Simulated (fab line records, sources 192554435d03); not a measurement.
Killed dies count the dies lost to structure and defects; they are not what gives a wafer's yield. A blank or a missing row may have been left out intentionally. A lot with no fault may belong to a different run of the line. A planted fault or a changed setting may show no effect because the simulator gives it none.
Which tool is to blame? | flow n5Finfet | 24 lots, 72 wafers sampled, at 4 steps of a route of 1938

## WHAT EACH GAUGE READ, for each wafer
N5_BEOL_M11_THK_MEAS_53: measures by xrf.
lot  | measured     | on           | M11_THK (nm)
L074 | day 10 17:01 | filmMetro-02 | 140.2 138.5 137.7
L075 | day 10 23:41 | filmMetro-01 | 137.1 135.7 142.7
L076 | day 11 17:34 | filmMetro-01 | 138.0 135.9 143.8
L080 | day 11 22:47 | filmMetro-02 | 141.1 140.5 142.1
L077 | day 11 22:59 | filmMetro-02 | 137.9 135.6 137.1
L079 | day 12 00:14 | filmMetro-02 | 137.7 139.6 142.4
L081 | day 12 04:08 | filmMetro-02 | 141.6 140.5 140.8
L078 | day 12 07:05 | filmMetro-02 | 139.0 137.2 140.3
L082 | day 12 13:00 | filmMetro-01 | 139.2 141.0 140.9
L083 | day 12 21:14 | filmMetro-02 | 137.3 141.4 136.8
L084 | day 13 04:43 | filmMetro-01 | 138.6 144.2 143.6
L085 | day 13 20:16 | filmMetro-01 | 141.9 139.4 140.8
L087 | day 14 00:00 | filmMetro-01 | 138.7 138.8 139.2
L089 | day 14 08:32 | filmMetro-02 | 145.6 141.0 146.0
L086 | day 14 08:37 | filmMetro-01 | 140.2 139.3 140.1
L091 | day 14 10:44 | filmMetro-02 | 137.1 140.3 140.5
L090 | day 14 13:31 | filmMetro-01 | 140.3 141.8 141.0
L088 | day 14 15:58 | filmMetro-01 | 142.0 140.6 136.6
L093 | day 14 19:42 | filmMetro-01 | 137.2 143.4 139.9
L092 | day 15 17:57 | filmMetro-02 | 138.4 137.0 138.7
L094 | day 15 18:21 | filmMetro-01 | 141.7 143.7 138.9
L096 | day 16 14:32 | filmMetro-01 | 139.2 144.9 147.1
L097 | day 16 18:20 | filmMetro-01 | 142.6 143.1 149.2
L095 | day 16 18:27 | filmMetro-01 | 141.7 138.6 141.7

N5_BEOL_M11_INSPECT_58: inspects for defects (darkfield).
lot  | measured     | on               | rawDefectCount
L074 | day 10 17:10 | defectInspect-02 | 47 56 56
L075 | day 10 23:50 | defectInspect-02 | 50 57 53
L076 | day 11 17:43 | defectInspect-01 | 55 55 75
L080 | day 11 22:58 | defectInspect-02 | 76 69 50
L077 | day 11 23:10 | defectInspect-02 | 68 67 61
L079 | day 12 00:23 | defectInspect-02 | 35 44 66
L081 | day 12 04:17 | defectInspect-01 | 75 55 72
L078 | day 12 07:14 | defectInspect-01 | 59 49 48
L082 | day 12 13:09 | defectInspect-02 | 97 127 111
L083 | day 12 21:23 | defectInspect-02 | 34 98 56
L084 | day 13 04:52 | defectInspect-02 | 74 35 62
L085 | day 13 20:25 | defectInspect-01 | 101 148 116
L087 | day 14 00:09 | defectInspect-01 | 41 90 120
L089 | day 14 08:41 | defectInspect-01 | 56 91 78
L086 | day 14 08:46 | defectInspect-01 | 94 45 76
L091 | day 14 10:53 | defectInspect-01 | 52 97 53
L090 | day 14 13:40 | defectInspect-02 | 51 66 74
L088 | day 14 16:07 | defectInspect-01 | 70 56 55
L093 | day 14 19:51 | defectInspect-02 | 89 61 68
L092 | day 15 18:06 | defectInspect-02 | 53 60 46
L094 | day 15 18:30 | defectInspect-02 | 75 69 37
L096 | day 16 14:41 | defectInspect-01 | 110 43 111
L097 | day 16 18:29 | defectInspect-01 | 65 39 41
L095 | day 16 18:36 | defectInspect-01 | 94 87 86

N5_BEOL_M12_THK_MEAS_01.
lot  | measured     | on           | M12_ILD_THK (nm)
L074 | day 10 17:21 | filmMetro-01 | 659 658 663
L075 | day 11 00:00 | filmMetro-02 | 645 654 665
L076 | day 11 17:53 | filmMetro-01 | 655 663 673
L080 | day 11 23:08 | filmMetro-01 | 665 661 684
L077 | day 11 23:19 | filmMetro-01 | 667 667 670
L079 | day 12 00:33 | filmMetro-01 | 660 664 674
L081 | day 12 04:27 | filmMetro-02 | 664 663 668
L078 | day 12 07:24 | filmMetro-02 | 653 671 669
L082 | day 12 13:22 | filmMetro-02 | 663 659 655
L083 | day 12 21:34 | filmMetro-01 | 644 661 665
L084 | day 13 05:02 | filmMetro-01 | 657 671 673
L085 | day 13 20:35 | filmMetro-02 | 652 646 664
L087 | day 14 00:19 | filmMetro-02 | 664 669 673
L089 | day 14 08:54 | filmMetro-02 | 639 647 661
L086 | day 14 08:56 | filmMetro-02 | 648 653 670
L091 | day 14 11:06 | filmMetro-02 | 651 652 653
L090 | day 14 13:53 | filmMetro-02 | 647 662 666
L088 | day 14 16:17 | filmMetro-02 | 656 670 677
L093 | day 14 20:01 | filmMetro-02 | 648 658 664
L092 | day 15 18:16 | filmMetro-01 | 657 668 659
L094 | day 15 18:40 | filmMetro-01 | 652 661 665
L096 | day 16 14:52 | filmMetro-01 | 666 664 675
L097 | day 16 18:40 | filmMetro-01 | 660 666 669
L095 | day 16 18:46 | filmMetro-02 | 666 662 667

N5_BEOL_M13_INSPECT_12: inspects for defects (macro).
lot  | measured     | on               | rawDefectCount
L074 | day 11 02:50 | defectInspect-02 | 1 0 1
L075 | day 11 06:16 | defectInspect-01 | 4 2 1
L076 | day 11 22:53 | defectInspect-02 | 2 1 2
L080 | day 12 03:43 | defectInspect-01 | 2 3 2
L077 | day 12 14:20 | defectInspect-02 | 2 1 1
L079 | day 12 05:32 | defectInspect-02 | 3 3 1
L081 | day 12 16:28 | defectInspect-02 | 4 1 1
L078 | day 12 16:50 | defectInspect-02 | 1 4 2
L082 | day 12 18:11 | defectInspect-01 | 3 3 1
L083 | day 13 05:46 | defectInspect-02 | 3 0 3
L084 | day 13 14:29 | defectInspect-02 | 0 0 2
L085 | day 14 02:46 | defectInspect-01 | 4 3 2
L087 | day 14 05:54 | defectInspect-02 | 5 2 1
L089 | day 14 14:40 | defectInspect-02 | 1 2 1
L086 | day 14 14:58 | defectInspect-01 | 2 3 1
L091 | day 14 17:41 | defectInspect-02 | 2 2 1
L090 | day 14 18:44 | defectInspect-02 | 0 4 2
L088 | day 14 22:06 | defectInspect-02 | 5 2 5
L093 | day 15 04:19 | defectInspect-02 | 4 1 4
L092 | day 16 01:35 | defectInspect-01 | 0 2 3
L094 | day 16 00:04 | defectInspect-02 | 2 3 3
L096 | day 16 20:41 | defectInspect-02 | 0 0 4
L097 | day 17 01:48 | defectInspect-02 | 0 1 4
L095 | day 17 02:14 | defectInspect-01 | 2 1 1

## EACH LOT AND THE TOOL THAT RAN IT (in order: tool; ch and the chambers of the sampled wafers; start)
Before these readings, the record contains no process step.

## WHAT THE TOOLS THEMSELVES READ (means of the sampled wafers that have a number; where no wafer has one, the mark that the record gives instead)
The record holds no such reading with a usual standard deviation.

## THE ANSWER, worked out from the rows above alone
Rule: the usual values come from the lots themselves. The widest of any qualifying gaps counts: lots, ordered by their means at a reading, are off when they make up no more than a third of the lots, leave a main group of 4 or more, and stand apart from it by 3 or more times the standard deviation of that group's means. A main group whose means are all the same, to the digits that the tables above print for the reading, isn't used. Also off: a lot with no number at a reading for which 4 or more lots have one. Where the step has rows for the other lots, those lots are counted as sound. The gauges are gone through in route order, then the tools' own readings, and for those a lot's mean is taken as printed above. The first step at which some lot is off is used, and at that step the reading that is off furthest; a lot without a number counts as furthest.
Across all readings shown, no lot is off: no conclusion can be drawn from this.

## WHAT HAD BEEN PUT IN BY THE SIMULATOR
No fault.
